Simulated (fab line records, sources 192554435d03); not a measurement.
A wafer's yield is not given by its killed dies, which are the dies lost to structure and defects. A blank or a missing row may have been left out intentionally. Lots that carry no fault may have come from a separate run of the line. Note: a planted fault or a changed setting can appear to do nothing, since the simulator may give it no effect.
fab line records	flow n5-finfet
record lots=4	wafers=12	last-day=16
route steps=1938 shown BEOL_M4@1059 PASSIVATION@1936
lots with no fault: from the same line, run without faults
start-h: hours from the record's opening day to when the first of the lot's shown wafers began	wait-h: hours from the lot's prior step to this one	" identical to the entry in the row above	L1.1+2: a single row standing in for several wafers	- no value, or no start was given	* or withheld: withheld	< > ~ a bound
route shown NAME@n: a module of which the file shows steps, and the number in the route of the first	usual: mean/standard deviation of fault-free wafers	same: alike in all rows	chamber/n: place in a boat	sites: the reading at each site	_std_site: standard deviation across them	_edge_site: mean of outer sites minus mean of inner sites	radius-mm: for every site, how far away it sits from the centre of the wafer	mask NAME#n: copy n	behind: the last tool/chamber to shape the wafer	hold: the reason the lot was held/the length of the hold in hours/how it ended	device: the n, p or np transistor that did not switch	end of line: tests run on the same wafers once the route is complete	a step without rows: its recipe alone	killed: dies lost to structure and defects at the first sort, not the wafer's yield	map: a wafer's dies, marking killed ones x, the rest . and places with no die _
set.NAME: setting as actually run; set.NAME@STEP: the setting as run at that earlier step	model.NAME: the simulator's own value behind a step, which no gauge read
lots seen at some steps along the route; tables by step, rows by wafer
services: from which hour (start-h, from the record's first day; less than 0 if before it) a tool's chamber was out of use, for how many hours, and why
## steps
# step N5_BEOL_M4_DESCUM_33
# recipe chemistry=O2	time-s=7	source-power-w=50	bias-power-w=20	pressure-mtorr=20	rf-frequency-hz=2.712e+07	temp-c=40	resist=CAR-EUV	o2-flow-sccm=225
# step N5_BEOL_M4_ETCH_77
# recipe chemistry=N2/H2	target=underlayer	target-depth-a=65	mask-material=CAR-EUV	time-s=5.2	ion-energy-ev=200	pressure-mtorr=30	source-w=840	bias-w=150	n2-flow-sccm=200	h2-flow-sccm=200	ends=cleared
# step N5_BEOL_M4_ETCH_69
# recipe chemistry=CF4	target=SiARC	target-depth-a=156	mask-material=CAR-EUV	time-s=26	ion-energy-ev=80	pressure-mtorr=40	source-w=545	bias-w=36	Ar_flow_sccm=100	cf4-flow-sccm=100	ends=cleared
# step N5_BEOL_M4_ALD_98
# recipe material=SiO2	target-thk-a=25	temp-c=100	ald-precursor-family=BDEAS	ald-co-reactant=O2-plasma	pulse-time-s=1	co-reactant-pulse-time-s=1	purge-time-s=2	co-reactant-purge-time-s=2	ald-cycles=17	pressure-torr=2
# step N5_BEOL_M4_ETCHBACK_99
# recipe chemistry=CHF3	target=SiO2	target-depth-a=50	time-s=10.4	source-w=215	bias-w=47	Ar_flow_sccm=200	CHF3_flow_sccm=12	ion-energy-ev=100	pressure-mtorr=30
# step N5_BEOL_M4_ETCH_70
# recipe chemistry=N2/H2	target=SOC	target-depth-a=800	overetch-a=240	mask-material=SiARC	temp-c=40	time-s=130	ion-energy-ev=200	pressure-mtorr=30	source-w=840	bias-w=150	n2-flow-sccm=200	h2-flow-sccm=200
# step N5_BEOL_M4_STRIP_71
# recipe chemistry=N2/H2	temp-c=40	n2-flow-sccm=200	h2-flow-sccm=200	rf-frequency-hz=6e+07
# step N5_BEOL_M4_STRIP_78
# recipe chemistry=N2/H2	temp-c=40	n2-flow-sccm=200	h2-flow-sccm=200	rf-frequency-hz=6e+07
# step N5_BEOL_M4_VIA_ETCH_34
# recipe chemistry=C4F6/O2	target-depth-a=694	mask-material=SOC	pressure-mtorr=15	ion-energy-ev=250	taper-deg=4	time-s=65.9	source-w=350	bias-w=170	Ar_flow_sccm=300	C4F6_flow_sccm=10	O2_flow_sccm=10
# step N5_BEOL_M4_STRIP_83
# recipe chemistry=C4F6/O2	resist=SiARC	rf-frequency-hz=6e+07
# step N5_BEOL_M4_STRIP_36
# recipe chemistry=N2/H2	power-w=450	temp-c=40	pressure-mtorr=20	rf-frequency-hz=6e+07	overash-fraction=0.3	bias-power-w=7	h2-frac=0.5	n2-flow-sccm=200	h2-flow-sccm=200
# step N5_BEOL_M4_TRENCH_ETCH_37
# recipe chemistry=C4F6/O2	target-depth-a=555.55	target=SiOC	time-s=29.2	ion-energy-ev=250	pressure-mtorr=30	source-w=355	bias-w=185	Ar_flow_sccm=300	C4F6_flow_sccm=10	O2_flow_sccm=10
# usual bias-w=185.1/0.53	drypump-motor-current-A=5.5/0.49	oes-product-au=0.78/0.074	rf-vpp-V=667/8	showerhead-plenum-p-Torr=2.83/0.093	throttle-valve-pct=20.87/0.24
lot.wafer	tool	chamber	start-h	wait-h	bias-w	drypump-motor-current-A	oes-product-au	rf-hours-counter-h	rf-vpp-V	showerhead-plenum-p-Torr	throttle-valve-pct	model.etch.depth-nm	model.BEOL_M4.feature-depth-nm
L932.4	rie-diel-06	1	219.25	-	184.7	5.4	0.78	116	677	2.88	20.94	55.29	55.2
L932.5	"	2	"	"	186.1	5.2	0.80	-	674	2.74	20.89	57.24	57.2
L932.6	"	3	"	"	184.6	4.9	0.80	-	674	2.74	20.46	54.86	54.8
L939.1	rie-diel-06	2	253.90	-	161.5	5.2	0.76	138	608	2.73	20.93	54.2	54.2
L939.5	"	3	"	"	163.5	4.9	0.76	-	609	2.74	20.49	52.48	52.4
L939.6	"	2	"	"	161.4	5.2	0.76	-	609	2.73	20.93	53.58	53.6
L941.3	rie-diel-06	0	265.77	-	163.0	5.0	0.68	218	587	2.92	21.10	52.54	52.6
L941.4	"	1	"	"	161.7	5.4	0.74	132	611	2.87	20.97	52.96	53
L941.6	"	1	"	"	162.7	5.4	0.75	-	613	2.87	20.98	53.11	53.2
L943.1	rie-diel-03	2	283.92	-	185.9	5.8	0.68	250	669	2.71	21.15	54.34	54.4
L943.5	"	3	"	"	184.7	5.8	0.87	-	671	2.88	20.84	56.14	56.2
L943.6	"	1	"	"	185.6	4.8	0.77	-	664	2.76	20.62	54.2	54.2
# step N5_BEOL_M4_ETCH_41
# recipe chemistry=CH3F/O2	target=SiCN	target-depth-a=299	taper-deg=2	time-s=52.5	ion-energy-ev=120	mask-material=TiN	pressure-mtorr=30	source-w=395	bias-w=75	Ar_flow_sccm=150	CH3F_flow_sccm=30	O2_flow_sccm=20
# step N5_BEOL_M4_STRIP_97
# recipe chemistry=N2/H2	time-s=10	power-w=450	temp-c=40	pressure-mtorr=20	rf-frequency-hz=6e+07	bias-power-w=7	n2-flow-sccm=200	h2-flow-sccm=200
# step N5_BEOL_M4_HM_STRIP_39
# recipe chemistry=peroxide-tin-strip	material=TiN	target-depth-a=250	temp-c=50	time-s=158
# step N5_BEOL_M4_SRD_40
# recipe time-s=30	temp-c=23	rinse-liquid=diw	dry=ipa-marangoni
# step N5_BEOL_M4_PRECLEAN_42
# recipe chemistry=residue-remover	time-s=60	temp-c=40
# step N5_BEOL_M4_SRD_43
# recipe time-s=30	temp-c=23	rinse-liquid=diw	dry=ipa-marangoni
# step N5_BEOL_M4_DEGAS_44
# recipe ambient=vacuum	temp-c=250	time-s=60
# step N5_BEOL_M4_PRE_CLEAN_45
# recipe gas=H2/He	time-s=30	temp-c=250
# step N5_BEOL_M4_ALD_84
# recipe material=TaN	target-thk-a=*	temp-c=275	ald-precursor-family=PDMAT	ald-co-reactant=NH3	pressure-torr=3	carrier-flow-sccm=1500	pulse-time-s=2	purge-time-s=3	co-reactant-purge-time-s=2	co-reactant-pulse-time-s=3	ald-cycles=30	precursor-vessel-temp-c=75	precursor-vessel-pressure-torr=26.25	precursor-vessel-carrier-sccm=1000
# step N5_BEOL_M4_SURFACE_TREAT_85
# recipe gas=Ar	time-s=*	ion-energy-ev=*	ion-current-ma-cm2=0.5	pressure-mtorr=*	ar-flow-sccm=30
# step N5_BEOL_M4_CVD_47
# recipe material=Co	target-thk-a=30	temp-c=withheld	precursor=CCTBA/H2	pressure-torr=30	time-s=223.8
# step N5_BEOL_M4_SPUTTER_48
# recipe material=Cu	target-thk-a=45	temp-c=-20	chamber-pressure-pa=0.07	power-w=withheld	time-s=8.29
# step N5_BEOL_M4_ANNEAL_49
# recipe temp-c=400	time-s=240	ambient=vacuum
# step N5_BEOL_M4_SPUTTER_79
# recipe material=Cu	target-thk-a=45	temp-c=-20	chamber-pressure-pa=0.07	power-w=withheld	time-s=8.29
# step N5_BEOL_M4_ANNEAL_80
# recipe temp-c=400	time-s=240	ambient=vacuum
# step N5_BEOL_M4_SPUTTER_81
# recipe material=Cu	target-thk-a=45	temp-c=-20	chamber-pressure-pa=0.07	power-w=withheld	time-s=8.29
# step N5_BEOL_M4_ANNEAL_82
# recipe temp-c=400	time-s=240	ambient=vacuum
# step N5_BEOL_M4_SPUTTER_86
# recipe material=Cu	target-thk-a=45	temp-c=-20	chamber-pressure-pa=0.07	power-w=withheld	time-s=8.29
# step N5_BEOL_M4_ANNEAL_87
# recipe temp-c=400	time-s=240	ambient=vacuum
# step N5_BEOL_M4_SPUTTER_88
# recipe material=Cu	target-thk-a=45	temp-c=-20	chamber-pressure-pa=0.07	power-w=withheld	time-s=8.29
# step N5_BEOL_M4_ANNEAL_89
# recipe temp-c=400	time-s=240	ambient=vacuum
# step N5_BEOL_M4_SPUTTER_90
# recipe material=Cu	target-thk-a=45	temp-c=-20	chamber-pressure-pa=0.07	power-w=withheld	time-s=8.29
# step N5_BEOL_M4_ANNEAL_91
# recipe temp-c=400	time-s=240	ambient=vacuum
# step N5_BEOL_M4_SPUTTER_92
# recipe material=Cu	target-thk-a=45	temp-c=-20	chamber-pressure-pa=0.07	power-w=withheld	time-s=8.29
# step N5_BEOL_M4_ANNEAL_93
# recipe temp-c=400	time-s=240	ambient=vacuum
# step N5_BEOL_M4_SPUTTER_94
# recipe material=Cu	target-thk-a=45	temp-c=-20	chamber-pressure-pa=0.07	power-w=withheld	time-s=8.29
# step N5_BEOL_M4_ANNEAL_95
# recipe temp-c=400	time-s=240	ambient=vacuum
# step N5_BEOL_M4_CMP_52
# recipe stop-on=SiOC	t-overpolish-s=6.8	down-force-psi=1	platen-rpm=50	clearing-platen-down-force-psi=1.5	clearing-platen-rpm=50	post-cmp-clean=cu-alkaline	target-thk-nm=40	clearing-platen-pad-velocity-m-s=0.99484	pad-velocity-m-s=0.99484
# usual barrier-field-endpoint-s=24.8/0.71	clearing-platen-rpm=49.999/0.027	head-pressure-psi=1.0000/0.002	motor-current-A=6.1/0.68	overpolish-run-s=6.800/0.0095	slurry-filter-dp-kPa=13.49/0.14	time-to-endpoint-s=62/4
lot.wafer	tool	chamber	start-h	wait-h	barrier-field-endpoint-s	clearing-platen-rpm	head-pressure-psi	motor-current-A	overpolish-run-s	slurry-filter-dp-kPa	time-to-endpoint-s	model.Cu_of_BEOL_M4_ECD_50.thk-nm
L932.4	cmp-04	3	223.10	0.2	25.3	50.025	1.0021	6.9	6.813	13.70	64	38.6
L932.5	"	2	"	"	24.5	49.995	0.9967	6.0	6.829	13.54	61	40
L932.6	"	3	"	"	25.5	50.016	1.0002	7.3	6.803	13.45	63	38.2
L939.1	cmp-03	0	258.05	0.4	25.5	50.008	1.0019	6.3	6.797	13.39	68	41.4
L939.5	"	1	"	"	23.6	50.025	1.0010	5.1	6.788	13.38	59	38.4
L939.6	"	2	"	"	23.9	50.016	1.0037	6.5	6.800	13.49	60	38
L941.3	cmp-03	3	269.59	0.2	24.1	49.974	1.0002	5.8	6.794	13.51	63	35.6
L941.4	"	2	"	"	24.5	50.022	0.9996	6.8	6.784	13.33	61	36.8
L941.6	"	3	"	"	24.7	49.963	1.0004	6.0	6.801	13.26	59	36
L943.1	cmp-04	0	287.37	0.3	25.5	49.986	0.9987	5.3	6.799	13.44	66	39.4
L943.5	"	3	"	"	25.8	50.022	0.9991	7.5	6.802	13.61	66	40.2
L943.6	"	0	"	"	26.0	50.026	0.9987	5.0	6.797	13.24	68	40.2
# step N5_BEOL_M4_RC_MEAS_101
# usual DIBL_N=36.3/1.7	DIBL_P=36.5/1.8	IOFF_N=0.16/0.033	IOFF_P=0.21/0.037	ION_N=675/11	ION_P=462/7.9	SS_N=71.6/0.64	SS_P=73.3/0.68	VT_N=249/3.3	VT_P=-250/3.3
lot.wafer	tool	chamber	start-h	wait-h	DIBL_N[mV/V]	DIBL_P[mV/V]	IOFF_N[nA/um]	IOFF_P[nA/um]	ION_N[uA/um]	ION_P[uA/um]	SS_N[mV/dec]	SS_P[mV/dec]	VT_N[mV]	VT_P[mV]
L932.4	prober-02	0	224.24	0.6	36.8	36.9	0.14	0.19	669	451	71.4	73.1	253	-252
L932.5	"	0	"	"	36.0	36.4	0.13	0.17	657	448	70.8	72.8	250	-257
L932.6	"	0	"	"	35.1	36.4	0.13	0.19	672	463	70.9	74.2	251	-253
L939.1	prober-02	0	258.55	0.0	38.2	36.6	0.16	0.17	658	441	72.6	73.6	252	-257
L939.5	"	0	"	"	37.6	36.9	0.15	0.18	673	458	71.5	73.1	252	-254
L939.6	"	0	"	"	36.9	35.5	0.14	0.17	658	450	71.8	74.0	252	-255
L941.3	prober-02	0	270.60	0.3	35.3	37.0	0.18	0.20	682	466	71.7	73.1	244	-251
L941.4	"	0	"	"	37.3	39.7	0.21	0.24	679	456	71.7	73.4	247	-249
L941.6	"	0	"	"	36.0	37.4	0.18	0.21	665	454	71.7	74.5	246	-249
L943.1	prober-02	0	287.94	0.0	35.1	35.5	0.16	0.19	689	469	72.3	73.0	248	-250
L943.5	"	0	"	"	34.9	34.7	0.15	0.19	681	466	70.9	72.8	250	-249
L943.6	"	0	"	"	33.3	33.1	0.13	0.17	679	465	70.6	73.0	251	-254
# step N5_PASSIVATION_PROBE_49
# usual defect-limited-yield=91.3/1.5	killed_at_M0_to_M3=34/9.4	killed_at_M4_up=13/5.3	killed-at-contacts=13/5.7	killed-at-front-end=40/10	killed-at-other=3.7/2.8	killed-dies=103/17	killed-open=67/13	killed-short=35/8.5	sort_bin_5_function=5.0/0.98	sort_bin_6_memory=3.3/0.7	sort_bin_8_speed=0.00/0.007	sort-n-pass=1077/17	sort-yield-pct=91.3/1.5
# same gross-dies=1180	killed-at-back-side=0	sort_bin_4_leakage[%]=0
lot.wafer	tool	chamber	start-h	wait-h	defect-limited-yield[%]	killed_at_M0_to_M3	killed_at_M4_up	killed-at-contacts	killed-at-front-end	killed-at-other	killed-dies	killed-open	killed-short	sort_bin_5_function[%]	sort_bin_6_memory[%]	sort_bin_8_speed[%]	sort-n-pass	sort-yield-pct[%]
L932.4	prober-01	-	331.44	0.2	94.0	25	6	9	28	3	71	44	27	3.7	2.2	0	1109	94.0
L932.5	prober-01	-	331.49	0.2	93.1	40	7	3	29	3	82	38	44	4.3	2.4	0	1098	93.1
L932.6	prober-01	-	331.54	0.3	93.6	26	14	4	25	7	76	44	32	3.9	2.2	0	1104	93.6
L941.3	prober-02	-	374.75	0.1	92.1	25	12	12	41	3	93	63	29	4.2	3.6	0	1087	92.1
L941.4	prober-02	-	374.80	0.2	92.2	33	10	10	37	2	92	61	27	4.2	2.9	0	1088	92.2
L941.6	prober-02	-	374.90	0.3	92.6	30	17	9	30	1	87	54	33	4.6	2.6	0	1093	92.6
L943.1	prober-01	-	386.87	0.0	94.1	26	15	8	21	0	70	52	16	3.6	2.0	0	1110	94.1
L943.5	prober-01	-	387.07	0.2	93.3	24	6	11	38	0	79	46	31	4.2	2.5	0	1101	93.3
L943.6	prober-01	-	387.12	0.3	92.3	20	15	14	42	0	91	55	32	4.2	3.2	0	1089	92.3
# killed by level:class
L932.4 BEOL_M0_SAQP:geometric-particle:open=9 DUMMY_GATE:geometric-particle:open=6 MOL_CONTACT_COAG:geometric-particle:open=6 GATE_CUT:geometric-particle:short=5 BEOL_M0_SAQP:geometric-particle:short=5 FIN_SAQP:geometric-particle:short=4 ILD0:geometric-particle:open=3 MOL_CONTACT_COAG:geometric-particle:short=3
L932.5 BEOL_M0_SAQP:geometric-particle:open=13 BEOL_M0_SAQP:geometric-particle:short=11 ILD0:geometric-particle:short=8 FIN_SAQP:geometric-particle:short=5 BEOL_M1:geometric-particle:short=4 GATE_CUT:geometric-particle:short=3 BEOL_M1:geometric-particle:open=3 BEOL_M2:geometric-particle:open=3
L932.6 BEOL_M3:geometric-particle:open=8 STI_FIN_REVEAL:geometric-particle:open=5 BEOL_M2:geometric-particle:open=5 FIN_SAQP:geometric-particle:open=4 GATE_CUT:geometric-particle:short=4 BEOL_M0_SAQP:geometric-particle:short=4 BEOL_M1:geometric-particle:short=4 BEOL_M5:geometric-particle:short=4
L941.3 MOL_CONTACT_COAG:geometric-particle:open=12 BEOL_M3:geometric-particle:open=9 FIN_SAQP:geometric-particle:short=8 STI_FIN_REVEAL:geometric-particle:open=6 GATE_CUT:geometric-particle:short=4 BEOL_M0_SAQP:geometric-particle:short=4 BEOL_M0:geometric-particle:open=4 BEOL_M5:geometric-particle:open=4
L941.4 MOL_CONTACT_COAG:geometric-particle:open=8 BEOL_M0_SAQP:geometric-particle:open=7 DUMMY_GATE:geometric-particle:open=6 FIN_SAQP:geometric-particle:short=5 BEOL_M3:geometric-particle:open=5 BEOL_M5:geometric-particle:open=5 FIN_SAQP:geometric-particle:open=4 STI_FIN_REVEAL:geometric-particle:open=4
L941.6 MOL_CONTACT_COAG:geometric-particle:open=8 FIN_SAQP:geometric-particle:open=7 BEOL_M3:geometric-particle:open=7 BEOL_M0_SAQP:geometric-particle:short=6 GATE_CUT:geometric-particle:short=5 BEOL_M0_SAQP:geometric-particle:open=4 BEOL_M5:geometric-particle:open=4 BEOL_M4:geometric-particle:open=4
L943.1 BEOL_M3:geometric-particle:open=11 BEOL_M4:geometric-particle:open=9 FIN_SAQP:geometric-particle:open=6 BEOL_M2:geometric-particle:open=6 STI_FIN_REVEAL:geometric-particle:open=4 MOL_CONTACT_COAG:geometric-particle:open=4 MOL_CONTACT_COAG:geometric-particle:short=4 BEOL_M1:geometric-particle:open=4
L943.5 MOL_CONTACT_COAG:geometric-particle:open=10 FIN_SAQP:geometric-particle:open=9 BEOL_M3:geometric-particle:open=7 FIN_SAQP:geometric-particle:short=5 STI_FIN_REVEAL:geometric-particle:open=5 BEOL_M3:geometric-particle:short=5 GATE_CUT:geometric-particle:short=4 STARTING-WAFER:geometric-particle:short=4
L943.6 MOL_CONTACT_COAG:geometric-particle:open=10 FIN_SAQP:geometric-particle:open=9 FIN_SAQP:geometric-particle:short=7 GATE_CUT:geometric-particle:open=6 BEOL_M2:geometric-particle:open=6 BEOL_M4:geometric-particle:open=6 BEOL_M3:geometric-particle:open=5 GATE_CUT:geometric-particle:short=4
## services
tool	chamber	start-h	hours	kind
rie-diel-03	1	213.27	14.2	repair
rie-diel-03	0	218.88	6.2	repair
cmp-04	-	239.30	0.7	repair
rie-diel-06	1	254.91	6.7	repair
rie-diel-06	3	258.08	2.7	repair
cmp-03	-	260.77	3.3	pm
cmp-04	-	262.37	5.8	repair
rie-diel-03	0	272.04	-	clean
rie-diel-03	0	272.04	-	consumable-replace:focus-ring
rie-diel-03	0	272.04	22.2	scheduled-down
rie-diel-03	0	272.04	22.2	vent-cycle
cmp-03	-	273.35	1.4	repair
cmp-04	-	279.00	5.4	pm
## key
first-sign step=N5_BEOL_M4_TRENCH_ETCH_37	reading=bias-w	direction=down	sigmas=43	usual=*	struck=*
effect step=N5_BEOL_M4_TRENCH_ETCH_37	reading=rf-vpp-V	direction=down	sigmas=7.6	usual=667	struck=606
model-effect step=N5_BEOL_M4_TRENCH_ETCH_37	value=etch.depth-nm	without=55.38	struck=53.15
model-effect step=N5_BEOL_M4_CMP_52	value=Cu_of_BEOL_M4_ECD_50.thk-nm	without=39.93	struck=37.7
met-at N5_BEOL_M4_TRENCH_ETCH_37
struck-wafers L939.1,L939.5,L939.6,L941.3,L941.4,L941.6
onset-between 219.25 253.90
fault kind=process-parameter-drift	tool=rie-diel-06	chamber=-	onset-h=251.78	steps=N5_BEOL_M4_TRENCH_ETCH_37	channel=bias-w	offset=*	shape=step	end-h=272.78	acts-in=*	stated=*
